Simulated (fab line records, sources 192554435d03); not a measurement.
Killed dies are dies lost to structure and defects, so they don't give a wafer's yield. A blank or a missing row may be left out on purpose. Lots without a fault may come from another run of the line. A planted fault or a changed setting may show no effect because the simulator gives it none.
Which tool did it? | flow n5_finfet | 9 lots, 27 wafers sampled, at 6 steps of a route of 1938

WHAT THE GAUGES READ, wafer by wafer
N5_HKMG_FIN_INSPECT_14: inspects for defects (macro).
lot  | measured    | on                | raw_defect_count
L497 | day 4 04:42 | defect_inspect-02 | 3 3 0
L500 | day 5 00:23 | defect_inspect-02 | 1 2 3
L503 | day 5 18:58 | defect_inspect-01 | 2 2 1
L504 | day 6 01:29 | defect_inspect-02 | 1 2 2
L506 | day 6 12:09 | defect_inspect-01 | 1 5 2
L507 | day 6 19:01 | defect_inspect-02 | 2 1 2
L508 | day 7 08:05 | defect_inspect-02 | >300 >300 >300
L512 | day 8 00:10 | defect_inspect-02 | >300 >300 >300
L519 | day 9 18:03 | defect_inspect-01 | 2 0 3

N5_BEOL_M4_RC_MEAS_101.
lot  | measured     | on        | DIBL_N (mV/V)  | DIBL_P (mV/V)  | IOFF_N (nA/um)    | IOFF_P (nA/um)    | ION_N (uA/um) | ION_P (uA/um) | SS_N (mV/dec)  | SS_P (mV/dec)  | VT_N (mV)         | VT_P (mV)
L497 | day 7 23:52  | prober-02 | 35.7 35.3 35.8 | 35.0 35.4 34.5 | 0.134 0.138 0.142 | 0.193 0.200 0.189 | 674 667 685   | 457 464 461   | 71.2 71.4 71.5 | 72.5 72.0 72.8 | 250.6 248.9 250.2 | -250.8 -251.9 -252.8
L500 | day 8 18:28  | prober-01 | 37.2 38.2 34.9 | 39.2 39.4 36.1 | 0.161 0.176 0.127 | 0.217 0.220 0.173 | 673 674 660   | 462 460 453   | 71.3 72.0 71.1 | 73.6 73.9 72.8 | 252.4 250.6 256.3 | -251.4 -250.6 -252.3
L503 | day 9 15:51  | prober-02 | 36.5 34.8 36.1 | 36.7 33.9 36.1 | 0.155 0.126 0.144 | 0.208 0.179 0.205 | 673 664 669   | 460 459 462   | 71.6 71.2 71.3 | 73.4 72.0 73.7 | 250.9 250.4 252.1 | -250.0 -253.1 -252.4
L504 | day 9 16:14  | prober-01 | 37.1 36.5 36.7 | 38.8 37.6 38.3 | 0.171 0.168 0.163 | 0.237 0.222 0.237 | 675 674 675   | 466 463 464   | 72.0 71.3 71.5 | 73.4 73.5 73.5 | 248.3 247.9 249.0 | -246.5 -247.4 -246.5
L506 | day 10 08:18 | prober-02 | 37.3 36.9 38.4 | 36.8 34.5 37.2 | 0.157 0.142 0.170 | 0.208 0.175 0.222 | 676 670 679   | 460 454 466   | 71.5 71.5 71.0 | 73.1 72.3 73.1 | 250.6 249.8 250.6 | -246.9 -251.8 -248.8
L507 | day 10 14:41 | prober-02 | 35.1 34.4 33.7 | 37.2 36.2 35.3 | 0.155 0.144 0.133 | 0.237 0.221 0.204 | 672 669 662   | 468 458 461   | 71.5 71.2 71.7 | 73.1 73.0 72.8 | 249.5 250.6 252.6 | -246.7 -246.5 -252.6
L508 | day 10 21:17 | prober-02 | 38.7 37.9 35.8 | 38.5 37.2 34.8 | 0.179 0.162 0.128 | 0.225 0.197 0.170 | 667 675 660   | 459 458 449   | 71.6 72.3 71.3 | 74.1 73.1 73.0 | 249.6 250.2 255.4 | -251.0 -252.6 -253.6
L512 | day 11 13:08 | prober-02 | 36.7 37.1 37.5 | 36.3 36.5 38.4 | 0.153 0.157 0.169 | 0.211 0.212 0.252 | 667 678 690   | 461 467 474   | 71.8 71.4 71.5 | 73.5 73.0 74.4 | 250.2 248.7 245.7 | -251.3 -250.3 -248.6
L519 | day 13 09:25 | prober-01 | 32.6 34.9 34.2 | 33.7 35.5 34.8 | 0.128 0.152 0.143 | 0.168 0.209 0.188 | 670 677 679   | 469 471 467   | 71.4 71.3 71.7 | 72.8 73.7 73.1 | 252.5 249.9 251.6 | -250.6 -246.6 -253.1

WHICH TOOL RAN EACH LOT (tool, then ch and the chambers of the sampled wafers, then the start)
lot  | N5_HKMG_FIN_STRIP_57              | N5_HKMG_FIN_WET_ETCH_78            | N5_HKMG_FIN_ETCH_31               | N5_HKMG_FIN_ETCH_35
L497 | rie_diel-04 ch 0,1,3, day 4 01:41 | wet_bench-05 ch 1,2,7, day 4 02:42 | rie_diel-06 ch 0,1,3, day 4 04:46 | rie_diel-06 ch 0,1,3, day 4 05:02
L500 | rie_diel-04 ch 0,2,3, day 4 21:05 | wet_bench-03 ch 1,4,7, day 4 22:07 | rie_diel-01 ch 0,1,2, day 5 00:27 | rie_diel-01 ch 0,1,2, day 5 00:43
L503 | rie_diel-06 ch 1,2,3, day 5 16:01 | wet_bench-01 ch 4,5,6, day 5 17:02 | rie_diel-01 ch 2,3, day 5 19:02   | rie_diel-01 ch 2,3, day 5 19:18
L504 | rie_diel-04 ch 0,2,3, day 5 22:20 | wet_bench-01 ch 2,3,6, day 5 23:22 | rie_diel-04 ch 0,2,3, day 6 01:33 | rie_diel-04 ch 0,2,3, day 6 01:49
L506 | rie_diel-04 ch 0,2,3, day 6 09:05 | wet_bench-03 ch 1,3,4, day 6 10:06 | rie_diel-04 ch 0,2,3, day 6 12:13 | rie_diel-04 ch 0,2,3, day 6 12:29
L507 | rie_diel-01 ch 1,3, day 6 15:56   | wet_bench-01 ch 1,5,7, day 6 16:57 | rie_diel-01 ch 1,2, day 6 19:48   | rie_diel-01 ch 1,2, day 6 20:04
L508 | rie_diel-01 ch 1,2,3, day 7 05:02 | wet_bench-01 ch 0,6,7, day 7 06:02 | rie_diel-06 ch 0,1,3, day 7 08:27 | rie_diel-06 ch 0,1,3, day 7 08:43
L512 | rie_diel-06 ch 1,3, day 7 21:07   | wet_bench-01 ch 0,1,5, day 7 22:08 | rie_diel-04 ch 1,2, day 8 00:16   | rie_diel-04 ch 1,2, day 8 00:32
L519 | rie_diel-06 ch 0,2,3, day 9 14:44 | wet_bench-05 ch 0,6,7, day 9 15:49 | rie_diel-01 ch 1,3, day 9 18:13   | rie_diel-01 ch 1,3, day 9 18:29
- N5_HKMG_FIN_STRIP_57: strips in CF4.
- N5_HKMG_FIN_WET_ETCH_78: etches Al2O3 in dNH4OH, stops on La2O3, target depth 4.5 nm, rinse time 30 s.
- N5_HKMG_FIN_ETCH_31: etches SiARC in CF4, target depth 45.5 nm, time 75.8 s.
- N5_HKMG_FIN_ETCH_35: etches SOC in N2/H2, target depth 215.8 nm, time 243.4 s.

WHAT THE TOOLS THEMSELVES READ (means of the sampled wafers that have a number; where no wafer has one, the mark that the record gives instead)
N5_HKMG_FIN_STRIP_57.
lot  | tool        | drypump_motor_current_A (A) | oes_product_au (a.u.) | rf_vpp_V (V) | showerhead_plenum_p_Torr (Torr) | throttle_valve_pct (%)
L497 | rie_diel-04 | 5.6                         | 0.74                  | 271.0        | 1.77                            | 13.62
L500 | rie_diel-04 | 5.9                         | 0.72                  | 269.9        | 1.74                            | 13.75
L503 | rie_diel-06 | 5.8                         | 0.72                  | 271.2        | 1.80                            | 13.71
L504 | rie_diel-04 | 5.9                         | 0.72                  | 270.1        | 1.73                            | 13.76
L506 | rie_diel-04 | 5.9                         | 0.72                  | 269.5        | 1.73                            | 13.77
L507 | rie_diel-01 | 5.5                         | 0.93                  | 271.7        | 1.81                            | 13.30
L508 | rie_diel-01 | 5.4                         | 0.85                  | 270.3        | 1.80                            | 13.35
L512 | rie_diel-06 | 5.8                         | 0.71                  | 271.7        | 1.80                            | 13.71
L519 | rie_diel-06 | 5.9                         | 0.80                  | 272.0        | 1.83                            | 13.59

N5_HKMG_FIN_ETCH_31.
lot  | tool        | drypump_motor_current_A (A) | etch_rf_on_time_s (s) | oes_product_au (a.u.) | rf_vpp_V (V) | showerhead_plenum_p_Torr (Torr) | throttle_valve_pct (%)
L497 | rie_diel-06 | 5.9                         | 75.7                  | 0.65                  | 185.9        | 2.20                            | 15.64
L500 | rie_diel-01 | 5.3                         | 77.3                  | 0.60                  | 184.8        | 2.15                            | 15.78
L503 | rie_diel-01 | 5.6                         | 75.3                  | 0.70                  | 183.2        | 2.16                            | 15.45
L504 | rie_diel-04 | 5.9                         | 76.3                  | 0.61                  | 184.3        | 2.07                            | 15.80
L506 | rie_diel-04 | 5.9                         | 76.3                  | 0.61                  | 182.7        | 2.07                            | 15.79
L507 | rie_diel-01 | 5.3                         | 75.7                  | 0.69                  | 183.7        | 2.13                            | 15.41
L508 | rie_diel-06 | 5.9                         | 76.2                  | 0.63                  | 184.5        | 2.19                            | 15.70
L512 | rie_diel-04 | 6.2                         | 75.6                  | 0.75                  | 185.5        | 2.23                            | 15.51
L519 | rie_diel-01 | 5.2                         | 76.4                  | 0.75                  | 184.1        | 2.12                            | 15.34

N5_HKMG_FIN_ETCH_35.
lot  | tool        | drypump_motor_current_A (A) | oes_product_au (a.u.) | rf_vpp_V (V) | showerhead_plenum_p_Torr (Torr) | throttle_valve_pct (%)
L497 | rie_diel-06 | 5.9                         | 0.76                  | 142.2        | 2.62                            | 17.85
L500 | rie_diel-01 | 5.3                         | 0.70                  | 140.6        | 2.55                            | 18.01
L503 | rie_diel-01 | 5.6                         | 0.82                  | 141.8        | 2.56                            | 17.68
L504 | rie_diel-04 | 5.9                         | 0.72                  | 140.4        | 2.45                            | 18.04
L506 | rie_diel-04 | 5.9                         | 0.72                  | 140.0        | 2.45                            | 18.05
L507 | rie_diel-01 | 5.3                         | 0.81                  | 140.5        | 2.53                            | 17.66
L508 | rie_diel-06 | 5.9                         | 0.74                  | 142.3        | 2.60                            | 17.90
L512 | rie_diel-04 | 6.2                         | 0.88                  | 142.7        | 2.65                            | 17.87
L519 | rie_diel-01 | 5.2                         | 0.88                  | 141.9        | 2.53                            | 17.61

THE ANSWER, worked out from the rows above alone
Rule: what is usual is taken from the lots themselves. Put in order of their means at a reading, lots are off if they are a third of the lots or fewer, leave a main group of 4 or more, and stand apart from it by a gap of 3 or more times the standard deviation of the main group's means; of several such gaps the widest counts. A main group whose means are all the same, to the digits that the tables above print for the reading, isn't used. A lot without any number at a reading at which 4 lots or more have one is off too. The other lots that the step has rows for count as sound. The gauges are gone through in route order, then the tools' own readings, and for those a lot's mean is taken as printed above. The first step at which some lot is off is used, and at that step the reading that is off furthest; a lot without a number counts as furthest.
Off: L508, L512, at N5_HKMG_FIN_INSPECT_14 (raw_defect_count). Without a number there: L508, L512. The main group: mean 1.9, standard deviation 0.34.
A tool fits if, at a process step before that reading, it ran every lot that is off, and no sound lot after the first of them. The gauges at N5_HKMG_FIN_INSPECT_14 are tried like those tools. Can't be told from this: 2 tools fit, wet_bench-01 at N5_HKMG_FIN_WET_ETCH_78, defect_inspect-02 at N5_HKMG_FIN_INSPECT_14.

WHAT THE SIMULATOR HAD PUT IN
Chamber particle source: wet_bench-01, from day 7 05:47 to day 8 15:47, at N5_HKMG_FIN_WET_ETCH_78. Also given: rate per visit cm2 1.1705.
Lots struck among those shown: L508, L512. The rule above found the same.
